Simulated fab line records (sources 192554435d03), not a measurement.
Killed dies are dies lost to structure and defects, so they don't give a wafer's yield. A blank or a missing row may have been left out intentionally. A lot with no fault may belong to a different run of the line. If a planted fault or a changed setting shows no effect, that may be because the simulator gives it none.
Lot-split experiment -- flow n5_finfet -- route with 1938 steps; 7 lots, 21 wafers read

## ON THE SPLIT
At N5_PASSIVATION_ETCH_59 (etches TaN in Cl2/BCl3, target depth 65 nm, time 34.9 s), the setting time_s was moved away from the recipe's 34.9 s on 6 of the 21 wafers read, by +13.9% to +20.7%. All remaining wafers had this setting at the recipe value.

The reading comes from the split's own step.

## THE READING
etch.depth_nm (the simulator's own value, which no gauge read), in nm, at N5_PASSIVATION_ETCH_59 (etches TaN in Cl2/BCl3, target depth 65 nm, time 34.9 s). The file gives no usual value for it. Here, 15 wafers ran the recipe; their average is 65.89 nm with a standard deviation of 1.1 nm.

wafer,"tool, chamber at the split","time_s as run, s",against the recipe,"etch.depth_nm, nm",against lot-mates on the recipe
L078.1,"rie_metal-01, 1",34.9,recipe,65.53,-
L078.4,"rie_metal-01, 0",34.9,recipe,65.85,-
L078.6,"rie_metal-01, 1",34.9,recipe,65.37,-
L083.1,"rie_metal-02, 1",34.9,recipe,67.61,-
L083.2,"rie_metal-02, 0",34.9,recipe,64.79,-
L083.4,"rie_metal-02, 1",34.9,recipe,67.78,-
L089.3,"rie_metal-02, 1",34.9,recipe,68.02,-
L089.4,"rie_metal-02, 0",41,+17.5%,77.86,+9.84
L089.6,"rie_metal-02, 0",41,+17.5%,77.39,+9.37
L090.1,"rie_metal-03, 0",34.9,recipe,64.8,-
L090.2,"rie_metal-03, 1",34.9,recipe,65.37,-
L090.5,"rie_metal-03, 0",41.86,+19.9%,78.35,+13.26
L092.2,"rie_metal-03, 0",34.9,recipe,64.71,-
L092.5,"rie_metal-03, 0",42.12,+20.7%,78.31,+13.07
L092.6,"rie_metal-03, 1",34.9,recipe,65.77,-
L096.3,"rie_metal-01, 1",34.9,recipe,66.12,-
L096.4,"rie_metal-01, 0",34.9,recipe,65.16,-
L096.6,"rie_metal-01, 0",34.9,recipe,66.49,-
L097.2,"rie_metal-03, 1",39.74,+13.9%,74.24,+9.28
L097.3,"rie_metal-03, 1",34.9,recipe,64.96,-
L097.4,"rie_metal-03, 1",39.74,+13.9%,73.58,+8.62

THE FIT
A straight line over all 21 wafers: etch.depth_nm changes by +0.626 nm for each +1% of time_s; r = +0.98; the points scatter about the line by 1 nm.
The same after taking each lot's own level away (the mean of its wafers on the recipe; 21 wafers): +0.614 nm for each +1%; r = +0.99; scatter 0.79 nm.
The reading moves by 13 nm for the largest change in time_s, on that fit.
The span of the lots' own levels, 64.960 to 68.020 nm, comes to 2.8 times the standard deviation stated above.
The two slopes agree, so the slope changes little with the lot-to-lot level.
Check: +12.6 nm against its lot-mates is what the line predicts for one of the wafers moved furthest among these (+20.7%) when that wafer is left out of the fit. It came out at +13.1 nm against them.

## FILE'S OWN FIT
etch.depth_nm changes by +0.625 nm for each +1% of time_s, r = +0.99.
